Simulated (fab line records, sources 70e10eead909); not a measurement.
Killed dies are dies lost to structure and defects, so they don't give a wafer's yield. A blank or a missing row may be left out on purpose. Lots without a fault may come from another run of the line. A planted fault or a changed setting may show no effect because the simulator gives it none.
Chamber matching | flow nand_harc | NHARC_A_M0_DEP_32 on pecvd-03: 3 sister chambers
The step deposits SiCN, target thk 30 nm. 3 wafers are shown with their chamber, then 7 later ones without.

WAFERS WITH THEIR CHAMBER
wafer  | chamber | heater_power_w (W)
L089.1 | 2       | 447
L091.2 | 1       | 768
L091.3 | 0       | 570

WAFERS WITHOUT THEIR CHAMBER
wafer  | heater_power_w (W)
L091.6 | 755
L094.1 | 740
L094.2 | 573
L094.5 | 571
L096.3 | 654
L096.5 | 723
L096.6 | 523

WHICH CHAMBER EACH WENT THROUGH
wafer  | from the rows above     | in truth
L091.6 | 1                       | 1
L094.1 | 1                       | 1
L094.2 | 0                       | 0
L094.5 | 0                       | 0
L096.3 | can't be placed: 0 or 1 | 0
L096.5 | 1                       | 1
L096.6 | can't be placed: 0 or 2 | 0
Placed correctly: 5 of 7. Can't be placed from these rows: 2 (the true chamber is among the candidates in 2). Placed wrongly: 0.
How it was worked out, from the rows above alone: a wafer's distance from a chamber is the root of the sum, over the readings, of the square of ((its reading less the chamber's mean) divided by the reading's scatter). The wafer belongs to the nearest chamber; if the next one is less than 2 further off, it can't be placed. A chamber's mean is the mean of its shown wafers. The scatter: with one shown wafer a chamber, the root of the mean of the squares of how far each hidden wafer lies from its nearest shown one.
